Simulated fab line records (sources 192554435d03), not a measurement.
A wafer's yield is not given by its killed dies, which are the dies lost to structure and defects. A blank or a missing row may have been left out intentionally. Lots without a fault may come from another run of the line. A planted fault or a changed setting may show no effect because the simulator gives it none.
Comparing a struck lot with a sound one / flow n5Finfet / 19 steps out of a route of 1938
Sound: these wafers, L696.2, L696.3, L696.6. Wafers L692.1, L692.4, L692.5 were the ones struck. Last of all comes the cause.
Each step with rows lists, per side, the tool, then ch with its chambers, then its first start. Under that, the readings that differ: sound wafers / struck wafers / difference of the means / sigmas: that difference in standard deviations of wafers without a fault.
alike: a reading whose means differ by less than 2 such deviations, as well as words and numbers matching on both sides. not compared: withheld readings; readings where some wafer has no value; bounds like >300 that might hide an equal value; numbers whose values overlap and for which the record gives no deviation.
The two part at a step that has a row with sigmas, a row that says differs or no value, or rows on one side only. Non-overlapping numbers with no deviation appear without sigmas and do not part them. A reading missing from all wafers of one side parts the sides only when that side holds two or more wafers.

first, 7 steps without rows for these wafers: N5_BEOL_M15_COAT_04 (resist thk 800 nm); N5_BEOL_M15_EBR_06; N5_BEOL_M15_SOFTBAKE_05 (time 60 s); N5_BEOL_M15_EXPOSE_07 (exposes mask V14); N5_BEOL_M15_PEB_08 (peb time 90 s); N5_BEOL_M15_DEVELOP_09 (develop time 45 s); N5_BEOL_M15_HARDBAKE_14 (time 120 s).
N5_BEOL_M15_CD_MEAS_10: target cd 360 nm.
  sound on cdSem-02 ch 0, day 15 13:27; struck on cdSem-01 ch 0, day 15 09:41
  alike: cdNm
N5_BEOL_M15_OVL_MEAS_11:
  sound on overlay-02 ch 0, day 15 13:29; struck on overlay-02 ch 0, day 15 09:43
  alike: V14_OVL
N5_BEOL_M15_INSPECT_12: inspects for defects (macro).
  sound on defectInspect-01, day 15 13:30; struck on defectInspect-01, day 15 09:44
  alike: rawDefectCount
N5_BEOL_M15_DESCUM_15: chemistry O2, time 7.9 s.
  sound on rieDiel-03 ch 0,3, day 15 13:32; struck on rieDiel-04 ch 0,2,3, day 15 09:46
  alike: chamberPressureMTorr, drypumpMotorCurrentA, oesProductAu, rfVppV, showerheadPlenumPTorr, throttleValvePct
  not compared: rfHoursCounterH
N5_BEOL_M15_ETCH_59: etches BARC in N2/H2, target depth 89 nm, overetch 26.7 nm, time 67.9 s.
  sound on rieDiel-03 ch 0,3, day 15 13:34; struck on rieDiel-04 ch 0,2,3, day 15 09:49
  alike: biasW, chamberPressureMTorr, drypumpMotorCurrentA, oesProductAu, rfVppV, showerheadPlenumPTorr, throttleValvePct
  not compared: rfHoursCounterH
N5_BEOL_M15_VIA_ETCH_16: etches SiO2 in C4F8/O2/Ar, target depth 1792.2 nm.
  sound on rieDiel-03 ch 0,3, day 15 13:38; struck on rieDiel-04 ch 0,2,3, day 15 09:52
  no value came back on the struck wafers for any of 9 readings (C4F8_flow_sccm (sccm), O2_flow_sccm (sccm) and others); on the sound wafers C4F8_flow_sccm (sccm) reads 16.00 16.08 16.00
reading=model.coat_of_BEOL_M15_COAT_04.thkNm (nm); sound=332 327 328.4; struck=718.8 720.4 720.2; difference=+390.7; sigmas=
N5_BEOL_M15_STRIP_63: strips in O2.
  sound on rieDiel-03 ch 0,3; struck on rieDiel-04 ch 0,2,3
  alike: chamberPressureMTorr, drypumpMotorCurrentA, oesProductAu, rfVppV, showerheadPlenumPTorr, throttleValvePct
  not compared: rfHoursCounterH
N5_BEOL_M15_STRIP_64: strips in O2.
  sound on rieDiel-03 ch 0,3; struck on rieDiel-04 ch 0,2,3
  alike: chamberPressureMTorr, drypumpMotorCurrentA, oesProductAu, rfVppV, showerheadPlenumPTorr, throttleValvePct
  not compared: rfHoursCounterH
then, 2 steps without rows for these wafers: N5_BEOL_M15_STRIP_65 (strips in post etch residue remover, time 60 s); N5_BEOL_M15_SRD_66 (time 30 s, dry time 30 s).
N5_BEOL_M15_CD_MEAS_17: target cd 360 nm.
  sound on cdSem-02, day 15 14:02; struck on cdSem-02, day 15 10:16
reading=cdNm (nm); sound=359.8 364.1 365.3; struck=- - -; difference=no value on the struck wafers; sigmas=
then, 1 step without rows for these wafers: N5_BEOL_M15_COAT_56 (time 60 s, resist thk 550 nm).

WHERE THEY PART
Earliest at N5_BEOL_M15_VIA_ETCH_16; latest, in this record, at N5_BEOL_M15_CD_MEAS_17.

WHY: what had been put in by the simulator
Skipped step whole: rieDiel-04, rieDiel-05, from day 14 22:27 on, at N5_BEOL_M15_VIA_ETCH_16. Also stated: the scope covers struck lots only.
